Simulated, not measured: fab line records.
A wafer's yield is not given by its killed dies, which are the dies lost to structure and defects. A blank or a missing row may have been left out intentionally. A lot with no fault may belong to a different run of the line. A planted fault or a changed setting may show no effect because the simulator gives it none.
Chamber matching -- flow nandHarc -- rieDiel-01 running NHARC_A_STAIRCASE_DESCUM_168: 4 sister chambers
The step chemistry O2, time 3 s. 4 wafers are shown with their chamber, then 10 later ones without.

## WAFERS, EACH WITH ITS CHAMBER
wafer,chamber,showerheadPlenumPTorr (Torr)
L089.1,0,1.77
L089.4,3,2.00
L089.2,2,1.91
L089.3,1,1.94

## WAFERS WITH NO CHAMBER GIVEN
wafer,showerheadPlenumPTorr (Torr)
L089.5,1.77
L090.1,1.93
L090.3,1.77
L090.5,1.77
L092.1,1.77
L092.4,1.93
L092.6,2.00
L094.1,1.90
L094.3,1.93
L094.5,1.93

## EACH ONE'S CHAMBER
wafer,from the rows above,in truth
L089.5,0,0
L090.1,can't be placed: 1 or 2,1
L090.3,0,0
L090.5,0,0
L092.1,0,0
L092.4,can't be placed: 1 or 2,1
L092.6,3,3
L094.1,2,2
L094.3,can't be placed: 1 or 2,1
L094.5,can't be placed: 1 or 2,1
Correct placement for 6 of the 10. Not placeable from these rows: 4 (in 4, the candidates include the true chamber). Placed wrongly: 0.
How it was worked out, from the rows above alone: a wafer's distance from a chamber is the root of the sum, over the readings, of the square of ((its reading less the chamber's mean) divided by the reading's scatter). The wafer belongs to the nearest chamber; if the next one is less than 2 further off, it can't be placed. The mean given for a chamber averages the wafers shown for that chamber. The scatter: with one shown wafer a chamber, the root of the mean of the squares of how far each hidden wafer lies from its nearest shown one.
